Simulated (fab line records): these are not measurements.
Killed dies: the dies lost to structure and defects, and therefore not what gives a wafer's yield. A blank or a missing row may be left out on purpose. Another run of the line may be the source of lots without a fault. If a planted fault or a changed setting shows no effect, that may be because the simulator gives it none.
Split-lot trial	flow n5_finfet	7 lots, 21 wafers read, on a route of 1938 steps

== ABOUT THE SPLIT ==
At N5_GATE_CUT_COAT_07 (resist thk 30 nm), the setting spin_rpm was moved away from the recipe's 1500 rpm on 9 of the 21 wafers read, by -6.7% to +3.7%. This setting was run at the recipe's value on the other wafers.

The reading is taken at the split's own step.

== THE READING ==
CAR-EUV_of_GATE_CUT_COAT_07.thk_nm (the simulator's own value, which no gauge read), in nm, at N5_GATE_CUT_COAT_07 (resist thk 30 nm). The file gives no usual value for it. Here, 12 wafers ran the recipe; their average is 30.1 nm with a standard deviation of 0.087 nm.

wafer	tool, chamber at the split	spin_rpm as run, rpm	against the recipe	CAR-EUV_of_GATE_CUT_COAT_07.thk_nm, nm	against lot-mates on the recipe
L074.1	litho_track-04, 0	1555	+3.7%	29.8	-0.4
L074.2	litho_track-04, 0	1500	recipe	30.2	-
L074.5	litho_track-04, 0	1555	+3.7%	29.6	-0.6
L076.3	litho_track-03, 0	1500	recipe	30	-
L076.4	litho_track-03, 0	1500	recipe	30	-
L076.6	litho_track-03, 0	1500	recipe	30	-
L077.4	litho_track-03, 0	1500	recipe	30	-
L077.5	litho_track-03, 0	1500	recipe	30	-
L077.6	litho_track-03, 0	1549	+3.3%	29.6	-0.4
L078.2	litho_track-04, 0	1400	-6.7%	31.2	+1.2
L078.3	litho_track-04, 0	1500	recipe	30	-
L078.6	litho_track-04, 0	1400	-6.7%	31	+1.0
L086.1	litho_track-02, 0	1500	recipe	30	-
L086.2	litho_track-02, 0	1400	-6.7%	31	+1.0
L086.3	litho_track-02, 0	1400	-6.7%	31	+1.0
L087.2	litho_track-04, 0	1500	recipe	30.2	-
L087.5	litho_track-04, 0	1433	-4.5%	30.6	+0.4
L087.6	litho_track-04, 0	1433	-4.5%	30.8	+0.6
L091.2	litho_track-04, 0	1500	recipe	30	-
L091.3	litho_track-04, 0	1500	recipe	30	-
L091.4	litho_track-04, 0	1500	recipe	30.2	-

FIT RESULTS
A straight line over all 21 wafers: CAR-EUV_of_GATE_CUT_COAT_07.thk_nm changes by -0.14 nm for each +1% of spin_rpm; r = -0.98; the points scatter about the line by 0.11 nm.
The same after taking each lot's own level away (the mean of its wafers on the recipe; 21 wafers): -0.146 nm for each +1%; r = -0.98; scatter 0.096 nm.
That fit puts the effect of the largest move of spin_rpm on the reading at 0.97 nm.
Measured against the standard deviation above, the lots' own levels, which go from 30.00 to 30.20 nm, span 2.3 times it.
Hence the lot-to-lot level has little effect on the slope; both slopes agree.
Check: +0.932 nm against its lot-mates is what the line predicts for one of the wafers moved furthest among these (-6.7%) when that wafer is left out of the fit. Against them it came out at +1.2 nm.

== ADDITIONAL SPLITS CARRIED BY THESE WAFERS ==
These wafers also went through other splits before the reading. Each is held against what the fit with the lots' levels taken away leaves over:
other split on the same wafers	wafers away from the commonest value	r with CAR-EUV_of_GATE_CUT_COAT_07.thk_nm (lot level and that fit taken away)
N5_WELL_APT_COAT_02 spin_rpm	7	-0.10
N5_WELL_APT_PEB_23 peb_temp_c	4	+0.27
N5_WELL_APT_DEVELOP_24 develop_time_s	10	+0.11
N5_FIN_SAQP_PECVD_48 time_s	10	+0.33
N5_FIN_SAQP_DEVELOP_15 develop_time_s	8	+0.07
N5_FIN_CUT_CUT_ETCH_26 source_w	8	-0.41
N5_DUMMY_GATE_CVD_03 temp_c	15	-0.08
N5_DUMMY_GATE_COAT_28 spin_rpm	8	+0.00
N5_SD_EPI_P_COAT_34 spin_rpm	7	-0.05
N5_SDB_CUT_ETCH_26 icp_w	6	-0.03
N5_SDB_ALD_29 ald_cycles	5	+0.06
N5_HKMG_FIN_COAT_06 spin_rpm	7	-0.05

== THE WHOLE CHAIN: every reading that the file lists as answering this split, in the file's order ==
step	what it does	reading	change (the file's fit)	r (the file's)
N5_GATE_CUT_COAT_07	resist thk 30 nm	CAR-EUV_of_GATE_CUT_COAT_07.thk_nm (the simulator's own value, which no gauge read)	-0.146 nm for each +1% of the setting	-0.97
N5_GATE_CUT_DESCUM_18	chemistry O2, time 7 s	CAR-EUV_of_GATE_CUT_COAT_07.thk_nm (the simulator's own value, which no gauge read)	-0.147 nm for each +1% of the setting, in a fit together with time_s@GATE_CUT_DESCUM_18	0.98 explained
N5_GATE_CUT_ETCH_28	etches underlayer in N2/H2, target depth 13 nm, time 10.4 s	CAR-EUV_of_GATE_CUT_COAT_07.thk_nm (the simulator's own value, which no gauge read)	-0.147 nm for each +1% of the setting, in a fit together with time_s@GATE_CUT_DESCUM_18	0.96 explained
N5_GATE_CUT_ETCH_36	etches SiARC in CF4, target depth 13 nm, time 21.7 s	CAR-EUV_of_GATE_CUT_COAT_07.thk_nm (the simulator's own value, which no gauge read)	-0.156 nm for each +1% of the setting, in a fit together with time_s@GATE_CUT_DESCUM_18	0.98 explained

== FILE'S OWN FIT ==
CAR-EUV_of_GATE_CUT_COAT_07.thk_nm changes by -0.146 nm for each +1% of spin_rpm, r = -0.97.
